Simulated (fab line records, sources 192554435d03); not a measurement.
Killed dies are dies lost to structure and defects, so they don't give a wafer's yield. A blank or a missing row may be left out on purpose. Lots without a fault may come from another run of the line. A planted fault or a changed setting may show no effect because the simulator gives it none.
Split-lot experiment | flow n5_finfet | 7 lots, 39 wafers read, on a route of 1938 steps

THE SPLIT
At N5_FIN_SAQP_FIN_ETCH_36 (etches the open film in HBr/Cl2/O2, target depth 120 nm, time 50.4 s), the setting icp_w was moved away from the recipe's 800 W on 12 of the 39 wafers read, by -14.7% to +18.3%. The other wafers ran this setting at the recipe's value.

FROM THE SPLIT TO THE READING: what the file shows between them, 3 steps
- N5_FIN_SAQP_PRECLEAN_38: cleans in O3/DIW, time 45 s
- N5_FIN_SAQP_PRECLEAN_45: cleans in dHF, time 10 s
- N5_FIN_SAQP_SRD_39: time 30 s

THE READING
trench_depth_nm, in nm, at N5_FIN_SAQP_OCD_MEAS_76. Fault-free wafers of this fab line usually give 120.0 nm, standard deviation 1.3 nm.

wafer  | tool, chamber at the split | icp_w as run, W | against the recipe | trench_depth_nm, nm | against lot-mates on the recipe
L076.1 | rie_si-01, 2               | 800             | recipe             | 120.4               | -
L076.2 | rie_si-01, 0               | 800             | recipe             | 119.7               | -
L076.3 | rie_si-01, 1               | 800             | recipe             | 120.8               | -
L076.4 | rie_si-01, 3               | 800             | recipe             | 119.4               | -
L076.5 | rie_si-01, 0               | 800             | recipe             | 118.3               | -
L076.6 | rie_si-01, 1               | 800             | recipe             | 120.8               | -
L080.1 | rie_si-02, 2               | 800             | recipe             | 120.0               | -
L080.2 | rie_si-02, 1               | 800             | recipe             | 119.7               | -
L080.3 | rie_si-02, 3               | 800             | recipe             | 117.9               | -
L080.4 | rie_si-02, 1               | 800             | recipe             | 119.0               | -
L080.5 | rie_si-02, 2               | 800             | recipe             | 119.7               | -
L080.6 | rie_si-02, 3               | 800             | recipe             | 117.2               | -
L085.2 | rie_si-01, 1               | 800             | recipe             | 122.8               | -
L085.3 | rie_si-01, 2               | 800             | recipe             | 122.2               | -
L085.5 | rie_si-01, 3               | 800             | recipe             | 120.5               | -
L087.1 | rie_si-02, 0               | 923.9           | +15.5%             | 130.7               | +10.8
L087.2 | rie_si-02, 3               | 923.9           | +15.5%             | 126.6               | +6.7
L087.3 | rie_si-02, 1               | 800             | recipe             | 119.2               | -
L087.4 | rie_si-02, 2               | 923.9           | +15.5%             | 127.3               | +7.4
L087.5 | rie_si-02, 3               | 800             | recipe             | 118.4               | -
L087.6 | rie_si-02, 0               | 800             | recipe             | 122.0               | -
L088.1 | rie_si-04, 3,1             | 800             | recipe             | 120.6               | -
L088.2 | rie_si-04, 0               | 800             | recipe             | 119.6               | -
L088.3 | rie_si-04, 1               | 946.6           | +18.3%             | 130.7               | +10.6
L088.4 | rie_si-04, 2               | 946.6           | +18.3%             | 129.7               | +9.6
L088.5 | rie_si-04, 0               | 946.6           | +18.3%             | 129.0               | +8.9
L088.6 | rie_si-04, 3,1             | 800             | recipe             | 120.0               | -
L091.1 | rie_si-01, 1               | 800             | recipe             | 121.1               | -
L091.2 | rie_si-01, 2               | 922.1           | +15.3%             | 129.6               | +8.7
L091.3 | rie_si-01, 3               | 922.1           | +15.3%             | 129.1               | +8.2
L091.4 | rie_si-01, 0               | 800             | recipe             | 118.7               | -
L091.5 | rie_si-01, 1               | 922.1           | +15.3%             | 128.9               | +8.0
L091.6 | rie_si-01, 2               | 800             | recipe             | 122.8               | -
L096.1 | rie_si-04, 3               | 800             | recipe             | 123.1               | -
L096.2 | rie_si-04, 1               | 682.6           | -14.7%             | 112.2               | -9.7
L096.3 | rie_si-04, 0               | 800             | recipe             | 121.1               | -
L096.4 | rie_si-04, 2               | 682.6           | -14.7%             | 111.9               | -10.0
L096.5 | rie_si-04, 1               | 800             | recipe             | 121.4               | -
L096.6 | rie_si-04, 2               | 682.6           | -14.7%             | 111.5               | -10.4
Where a row lists several chambers, the file gives one row for several wafers and doesn't say which wafer went through which chamber.

THE FIT
A straight line over all 39 wafers: trench_depth_nm changes by +0.547 nm for each +1% of icp_w; r = +0.96; the points scatter about the line by 1.4 nm.
The same after taking each lot's own level away (the mean of its wafers on the recipe; 39 wafers): +0.577 nm for each +1%; r = +0.97; scatter 1.2 nm.
On that fit, the largest move of icp_w shifts the reading by 11 nm.
The lots' own levels span 118.92 to 121.87 nm, that is 2.3 times the standard deviation above.
So the lot-to-lot level changes the slope little: the two slopes agree.
Check: with one of the wafers moved furthest among these (+18.3%) left out of the fit, the line predicts +10.3 nm for it against its lot-mates. It came out at +10.6 nm against them.

THE WHOLE CHAIN: every reading that the file lists as answering this split, in the file's order
step                    | what it does                                                         | reading                                                                    | change (the file's fit)               | r (the file's)
N5_FIN_SAQP_FIN_ETCH_36 | etches the open film in HBr/Cl2/O2, target depth 120 nm, time 50.4 s | etch.depth_nm (the simulator's own value, which no gauge read)             | +0.557 nm for each +1% of the setting | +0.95
N5_FIN_SAQP_FIN_ETCH_36 | etches the open film in HBr/Cl2/O2, target depth 120 nm, time 50.4 s | FIN_SAQP.feature_depth_nm (the simulator's own value, which no gauge read) | +0.559 nm for each +1% of the setting | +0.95
N5_FIN_SAQP_OCD_MEAS_76 |                                                                      | trench_depth_nm                                                            | +0.568 nm for each +1% of the setting | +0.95

THE FILE'S OWN FIT
trench_depth_nm changes by +0.568 nm for each +1% of icp_w, r = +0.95.
